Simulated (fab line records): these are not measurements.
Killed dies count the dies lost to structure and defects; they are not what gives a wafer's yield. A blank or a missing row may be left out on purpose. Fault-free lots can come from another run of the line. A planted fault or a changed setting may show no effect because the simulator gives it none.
Lot-split experiment | flow n5Finfet | route with 1938 steps; 7 lots, 21 wafers read

ABOUT THE SPLIT
At N5_BEOL_M11_COAT_05 (resist thk 90 nm), the setting spinRpm was moved away from the recipe's 1500 rpm on 11 of the 21 wafers read, by -9.1% to +8.5%. For the rest of the wafers, this setting stayed at what the recipe calls for.

FROM THE SPLIT TO THE READING: what the file shows between them, 2 steps
- N5_BEOL_M11_EBR_07
- N5_BEOL_M11_SOFTBAKE_06: time 60 s

THE READING
CAR-ArF_of_BEOL_M11_COAT_05.thkNm (the simulator's own value, which no gauge read), in nm, at N5_BEOL_M11_DESCUM_16 (chemistry O2, time 7.9 s). No usual value for it is given in the file. Average 83.4 nm, standard deviation 0.27 nm, over the 10 wafers here run with the recipe.

wafer  | tool, chamber at the split | spinRpm as run, rpm | against the recipe | CAR-ArF_of_BEOL_M11_COAT_05.thkNm, nm | against lot-mates on the recipe
L075.2 | lithoTrack-02, 0           | 1627                | +8.5%              | 80                                    | -3.6
L075.3 | lithoTrack-02, 0           | 1627                | +8.5%              | 79.8                                  | -3.8
L075.6 | lithoTrack-02, 0           | 1500                | recipe             | 83.6                                  | -
L081.2 | lithoTrack-02, 0           | 1400                | -6.7%              | 86.6                                  | +3.4
L081.3 | lithoTrack-02, 0           | 1400                | -6.7%              | 86.6                                  | +3.4
L081.6 | lithoTrack-02, 0           | 1500                | recipe             | 83.2                                  | -
L082.2 | lithoTrack-02, 0           | 1500                | recipe             | 83                                    | -
L082.5 | lithoTrack-02, 0           | 1566                | +4.4%              | 81.4                                  | -1.6
L082.6 | lithoTrack-02, 0           | 1566                | +4.4%              | 81.6                                  | -1.4
L083.2 | lithoTrack-02, 0           | 1500                | recipe             | 83.8                                  | -
L083.3 | lithoTrack-02, 0           | 1438                | -4.1%              | 85.6                                  | +1.9
L083.4 | lithoTrack-02, 0           | 1500                | recipe             | 83.6                                  | -
L086.2 | lithoTrack-01, 0           | 1500                | recipe             | 83.2                                  | -
L086.6 | lithoTrack-01, 0           | 1500                | recipe             | 83.2                                  | -
L086.3 | lithoTrack-01, 0           | 1500                | recipe             | 83.4                                  | -
L089.1 | lithoTrack-04, 0           | 1447                | -3.5%              | 85.2                                  | +1.4
L089.5 | lithoTrack-04, 0           | 1500                | recipe             | 83.8                                  | -
L089.6 | lithoTrack-04, 0           | 1447                | -3.5%              | 85                                    | +1.2
L093.1 | lithoTrack-04, 0           | 1364                | -9.1%              | 87.8                                  | +4.2
L093.3 | lithoTrack-04, 0           | 1364                | -9.1%              | 88                                    | +4.4
L093.4 | lithoTrack-04, 0           | 1500                | recipe             | 83.6                                  | -

THE FIT
A straight line over all 21 wafers: CAR-ArF_of_BEOL_M11_COAT_05.thkNm changes by -0.459 nm for each +1% of spinRpm; r = -0.99; the points scatter about the line by 0.24 nm.
The same after taking each lot's own level away (the mean of its wafers on the recipe; 21 wafers): -0.45 nm for each +1%; r = -0.99; scatter 0.23 nm.
That fit puts the effect of the largest move of spinRpm on the reading at 4.1 nm.
Measured against the standard deviation above, the lots' own levels, which go from 83.00 to 83.80 nm, span 3.0 times it.
Hence the lot-to-lot level has little effect on the slope; both slopes agree.
Check: for one of the wafers moved furthest among these (-9.1%), held out of the fit, the line's prediction against its lot-mates is +4.16 nm. Against them it came out at +4.2 nm.

THE WHOLE CHAIN: every reading that the file lists as answering this split, in the file's order
step                  | what it does             | reading                                                                            | change (the file's fit)               | r (the file's)
N5_BEOL_M11_COAT_05   | resist thk 90 nm         | CAR-ArF_of_BEOL_M11_COAT_05.thkNm (the simulator's own value, which no gauge read) | -0.455 nm for each +1% of the setting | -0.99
N5_BEOL_M11_DESCUM_16 | chemistry O2, time 7.9 s | CAR-ArF_of_BEOL_M11_COAT_05.thkNm (the simulator's own value, which no gauge read) | -0.453 nm for each +1% of the setting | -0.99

FILE'S OWN FIT
CAR-ArF_of_BEOL_M11_COAT_05.thkNm changes by -0.453 nm for each +1% of spinRpm, r = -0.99.
